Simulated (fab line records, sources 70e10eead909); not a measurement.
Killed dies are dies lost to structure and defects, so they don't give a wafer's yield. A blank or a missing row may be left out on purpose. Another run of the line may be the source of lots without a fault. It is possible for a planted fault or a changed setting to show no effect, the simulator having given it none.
Comparing a struck lot with a sound one + flow nand harc + 21 steps out of a route of 1302
Sound: the wafers L804.2, L804.3, L804.6. Wafers L816.2, L816.3, L816.6 were the ones struck. The cause is given at the end.
At each step with rows: each side's tool, then ch and its chambers, then its first start. Under that, the readings that differ: sound wafers + struck wafers + difference of the means + sigmas: that difference in standard deviations of wafers without a fault.
alike: words and numbers the same on both sides, and readings whose means are apart by under 2 such deviations; not compared: readings that were withheld, readings missing a value for some wafer, numbers with overlapping values and no deviation given by the record, and bounds like >300 which may hide the same value.
The two part at a step that has a row with sigmas, a row that says differs or no value, or rows on one side only. When numbers do not overlap yet have no deviation, they are printed without sigmas and do not part them. A reading missing from all wafers of one side parts the sides only when that side holds two or more wafers.

NHARC_P_CONTACT_CMP_24: polishes, t overpolish 30 s, target thk 200 nm.
  sound on cmp-02 ch 0,1,3, day 9 07:33; struck on cmp-04 ch 1,3, day 14 03:29
  alike: motor current A, overpolish run s, time to endpoint s
following that, these wafers have no rows for 1 step: NHARC_P_CONTACT_SRD_26.
NHARC_P_CONTACT_INSPECT_27:
  sound on defect inspect-01 at day 9 07:57; struck on defect inspect-01 at day 14 03:52
  alike: raw defect count
then, 8 steps without rows for these wafers: NHARC_P_M0_DEP_00 (deposits SiOC, target thk 150 nm); NHARC_P_M0_DEHYDRATE_01 (time 120 s); NHARC_P_M0_HMDS_02 (time 30 s); NHARC_P_M0_COAT_33 (time 65 s); NHARC_P_M0_COAT_03 (resist thk 90 nm); NHARC_P_M0_SOFTBAKE_04 (time 55 s); NHARC_P_M0_EBR_05; NHARC_P_M0_EXPOSE_06 (exposes mask P M0, target cd 90 nm).
NHARC_P_M0_PEB_07: peb time 65 s.
  sound on litho track-01 ch 0, day 9 08:46; struck on litho track-01 ch 0, day 14 04:41
| reading                  | sound               | struck            | difference | sigmas |
|--------------------------|---------------------|-------------------|------------|--------|
| heater power total W (W) | 156.2 157.1 156.9   | 154.3 154.5 154.3 | -2.4       | -6     |
| plate temp C (C)         | 100.24 100.07 99.98 | 99.26 99.28 99.42 | -0.78      | -6     |
  alike: resist line temp C
then, 1 step without rows for these wafers: NHARC_P_M0_DEVELOP_08 (develop time 35 s).
NHARC_P_M0_CD_MEAS_09: the cd target is 90 nm.
  sound on cd sem-02 ch 0, day 9 08:51; struck on cd sem-01 ch 0, day 14 04:46
| reading    | sound          | struck         | difference | sigmas |
|------------|----------------|----------------|------------|--------|
| cd nm (nm) | 91.8 90.6 91.8 | 86.4 87.9 87.5 | -4.1       | -5     |
NHARC_P_M0_OVL_MEAS_10: pitch 180 nm.
  sound on overlay-01 at day 9 08:56; struck on overlay-02 at day 14 04:51
| reading           | sound          | struck      | difference | sigmas |
|-------------------|----------------|-------------|------------|--------|
| overlay x nm (nm) | -1.1 -1.3 -1.1 | 0.6 0.7 0.9 | +1.9       | +3     |
  alike: overlay y nm
NHARC_P_M0_INSPECT_11:
  sound on defect inspect-01 at day 9 08:59; struck on defect inspect-01 at day 14 04:53
  alike: raw defect count
NHARC_P_M0_DESCUM_14: chemistry O2, time 3 s.
  sound on rie diel-06 ch 1,2, day 9 09:02; struck on rie diel-02 ch 2,3, day 14 04:57
| reading                     | sound             | struck            | difference | sigmas |
|-----------------------------|-------------------|-------------------|------------|--------|
| drypump motor current A (A) | 5.2 5.7 5.2       | 6.6 6.0 6.6       | +1.0       | +2     |
| oes product au (a.u.)       | 0.999 0.992 0.989 | 1.016 1.027 1.023 | +0.029     | +3     |
| model.P_M0.cd nm (nm)       | 92.68 90.17 92.68 | 86.84 87.51 87.2  | -4.66      |        |
  alike: rf vpp V, showerhead plenum p Torr, throttle valve pct
  not compared: rf hours counter h
NHARC_P_M0_ETCH_34: etches the open film in N2/H2, target depth 40 nm, overetch 12 nm, time 43.94 s.
  sound on rie diel-06 ch 0,3, day 9 09:07; struck on rie diel-02 ch 1,2,3, day 14 05:04
| reading               | sound             | struck            | difference | sigmas |
|-----------------------|-------------------|-------------------|------------|--------|
| oes product au (a.u.) | 1.009 0.984 0.988 | 1.020 1.030 1.010 | +0.026     | +2     |
  alike: drypump motor current A, n2 flow sccm, rf vpp V, showerhead plenum p Torr, throttle valve pct
  not compared: rf hours counter h
NHARC_P_M0_ETCH_15: etches the open film in C4F8/Ar, target depth 150 nm, overetch 15 nm, time 82.5 s.
  sound on rie diel-06 ch 0,2,3; struck on rie diel-02 ch 2,3
| reading               | sound             | struck            | difference | sigmas |
|-----------------------|-------------------|-------------------|------------|--------|
| model.P_M0.cd nm (nm) | 92.57 89.28 91.91 | 86.86 86.83 86.66 | -4.47      |        |
  alike: oes product au, rf vpp V
  not compared: rf hours counter h
NHARC_P_M0_CD_MEAS_16:
  sound on cd sem-02 at day 9 09:20; struck on cd sem-01 at day 14 05:18
| reading    | sound          | struck         | difference | sigmas |
|------------|----------------|----------------|------------|--------|
| cd nm (nm) | 92.6 89.2 92.5 | 86.6 86.8 86.6 | -4.8       | -4     |
NHARC_END_SORT_01:
  the record has rows for the sound wafers here (prober-01 ch 0, day 27 14:28) and none for the struck ones

WHERE THEY PART
At NHARC_P_M0_PEB_07 first; at NHARC_END_SORT_01 last (within this record only).

WHY: whatever the simulator had introduced
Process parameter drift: litho track-01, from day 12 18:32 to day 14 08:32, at NHARC_P_M0_PEB_07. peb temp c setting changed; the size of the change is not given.
